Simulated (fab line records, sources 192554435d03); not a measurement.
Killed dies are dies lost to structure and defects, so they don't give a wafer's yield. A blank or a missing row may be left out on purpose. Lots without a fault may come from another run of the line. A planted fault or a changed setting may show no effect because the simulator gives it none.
A struck lot beside a sound one | flow n5_finfet | 15 steps out of a route of 1938
Sound: wafers L306.1, L306.2, L306.3. Struck: wafer L315.6. (L315.4, L315.5 of the same lot were not struck and are left out.) The cause comes at the end.
At each step with rows: each side's tool, then ch and its chambers, then its first start. Under that, the readings that differ: sound wafers | struck wafers | difference of the means | sigmas: that difference in standard deviations of wafers without a fault.
alike: readings whose means differ by less than 2 such deviations, and words and numbers that are the same on both sides. not compared: withheld readings, readings that some wafer has no value for, bounds like >300 that may hide the same value, and numbers for which the record gives no deviation and whose values overlap.
The two part at a step that has a row with sigmas, a row that says differs or no value, or rows on one side only. Numbers that don't overlap but have no deviation are shown without sigmas and don't part them. A reading that every wafer of one side lacks parts them only if that side has two wafers or more.

N5_HKMG_FIN_CD_MEAS_12: target cd 92.8 nm.
  sound on cd_sem-01 ch 0, day 5 09:32; struck on cd_sem-01 ch 0, day 7 15:22
  alike: cd_nm
N5_HKMG_FIN_OVL_MEAS_13:
  sound on overlay-02 ch 0, day 5 09:34; struck on overlay-01 ch 0, day 7 15:23
  alike: NWFM_OVL
N5_HKMG_FIN_INSPECT_14: inspects for defects (macro).
  sound on defect_inspect-01, day 5 09:35; struck on defect_inspect-02, day 7 15:25
  alike: raw_defect_count
N5_HKMG_FIN_DESCUM_17: chemistry O2, time 7.9 s.
  sound on rie_diel-01 ch 0,3, day 5 09:38; struck on rie_diel-04 ch 0, day 7 15:27
  alike: bias_power_w, drypump_motor_current_A, oes_product_au, rf_vpp_V, showerhead_plenum_p_Torr, throttle_valve_pct
  not compared: rf_hours_counter_h
N5_HKMG_FIN_ETCH_31: etches SiARC in CF4, target depth 45.5 nm, time 75.8 s.
  sound on rie_diel-01 ch 0,3, day 5 09:41; struck on rie_diel-04 ch 0, day 7 15:29
  alike: drypump_motor_current_A, etch_rf_on_time_s, oes_product_au, rf_vpp_V, showerhead_plenum_p_Torr, throttle_valve_pct
  not compared: rf_hours_counter_h
N5_HKMG_FIN_ETCH_32: etches SOC in N2/H2, target depth 240 nm, time 300 s.
  sound on rie_diel-01 ch 0,3, day 5 09:46; struck on rie_diel-04 ch 0, day 7 15:32
  alike: drypump_motor_current_A, oes_product_au, rf_vpp_V, showerhead_plenum_p_Torr, throttle_valve_pct
  not compared: rf_hours_counter_h
then, 1 step without rows for these wafers: N5_HKMG_FIN_STRIP_33 (strips in N2/H2).
N5_HKMG_FIN_STRIP_34: strips in CF4.
  sound on rie_diel-01 ch 0,3, day 5 10:03; struck on rie_diel-04 ch 0, day 7 15:44
  alike: bias_power_w, drypump_motor_current_A, oes_product_au, rf_vpp_V, showerhead_plenum_p_Torr, throttle_valve_pct
  not compared: rf_hours_counter_h
N5_HKMG_FIN_ETCH_35: etches SOC in N2/H2, target depth 215.8 nm, time 243.4 s.
  sound on rie_diel-01 ch 0,3, day 5 10:05; struck on rie_diel-04 ch 0, day 7 15:45
  alike: drypump_motor_current_A, oes_product_au, rf_vpp_V, showerhead_plenum_p_Torr, throttle_valve_pct
  not compared: rf_hours_counter_h
then, 3 steps without rows for these wafers: N5_HKMG_FIN_STRIP_92 (strips SOC in N2/H2, time 20 s); N5_HKMG_FIN_WET_ETCH_18 (etches TiN in SC1, time 55 s, target depth 5.2 nm, rinse time 30 s); N5_HKMG_FIN_STRIP_19 (strips in N2/H2, time 360 s).
N5_HKMG_FIN_ALD_91: deposits TiN, target thk 1 nm, pulse time 1 s, purge time 3 s.
  sound on ald_metal-02 ch 0,2,3, day 5 10:52; struck on ald_metal-03 ch 3, day 7 16:26
  reading                      | sound | struck | difference | sigmas
  co_reactant_pulse_time_s (s) | 2 2 2 | 2.2668 | +0.2668    |
  alike: heater_power_w, precursor_pulse_height_rel
then, 1 step without rows for these wafers: N5_HKMG_FIN_COAT_85 (time 60 s, resist thk 300 nm).
-- the record jumps here: 3 days lie between the struck wafers' starts before and after (it left off in module HKMG_FIN and takes up again in module BEOL_M4, whose first step shown is number 1111 of the route) --
N5_BEOL_M4_RC_MEAS_101:
  sound on prober-01 ch 0, day 9 03:22; struck on prober-01 ch 0, day 11 03:47
  alike: DIBL_N, DIBL_P, IOFF_N, IOFF_P, ION_N, ION_P, SS_N, SS_P, VT_N, VT_P

WHERE THEY PART
Nowhere in this record.

WHY: what the simulator had put in
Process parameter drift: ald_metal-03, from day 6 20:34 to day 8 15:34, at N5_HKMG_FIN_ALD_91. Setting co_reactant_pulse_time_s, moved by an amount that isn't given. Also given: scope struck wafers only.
